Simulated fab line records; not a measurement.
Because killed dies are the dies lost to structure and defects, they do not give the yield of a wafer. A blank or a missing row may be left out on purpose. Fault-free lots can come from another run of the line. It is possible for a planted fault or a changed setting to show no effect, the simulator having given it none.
Chamber matching    flow n5 finfet    cvd co-02 running N5_BEOL_M3_CO_CAP_55: 3 sister chambers
The step material Co, precursor CCTBA/H2, target thk 2 nm, time 102.1 s. 6 wafers are shown with their chamber, then 12 later ones without.

WAFERS, EACH WITH ITS CHAMBER
wafer   chamber  heater power w (W)
L086.1  0        243
L086.3  1        198
L086.4  0        236
L087.3  2        228
L087.4  1        193
L087.6  2        232

WAFERS WHOSE CHAMBER IS MISSING
wafer   heater power w (W)
L089.4  195
L089.5  233
L089.6  240
L090.3  197
L090.5  247
L090.6  233
L091.1  241
L091.4  193
L091.5  234
L095.1  244
L095.5  235
L095.6  241

WHICH CHAMBER EACH WENT THROUGH
wafer   from the rows above      in truth
L089.4  1                        1
L089.5  can't be placed: 2 or 0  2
L089.6  0                        0
L090.3  1                        1
L090.5  0                        0
L090.6  can't be placed: 2 or 0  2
L091.1  0                        0
L091.4  1                        1
L091.5  can't be placed: 2 or 0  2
L095.1  0                        0
L095.5  can't be placed: 0 or 2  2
L095.6  0                        0
Correctly placed: 8 of 12. These rows do not allow placing 4 (true chamber among the candidates in 4). 0 placed wrongly.
How it was worked out, from the rows above alone: a wafer's distance from a chamber is the root of the sum, over the readings, of the square of ((its reading less the chamber's mean) divided by the reading's scatter). If the next closest chamber is less than 2 further off than the closest, the wafer can't be placed; otherwise it belongs to the closest. A chamber's mean is the mean of its shown wafers. The scatter: the root of (the sum of the squares of (reading less its chamber's mean) over the shown wafers, divided by (wafers less chambers)).
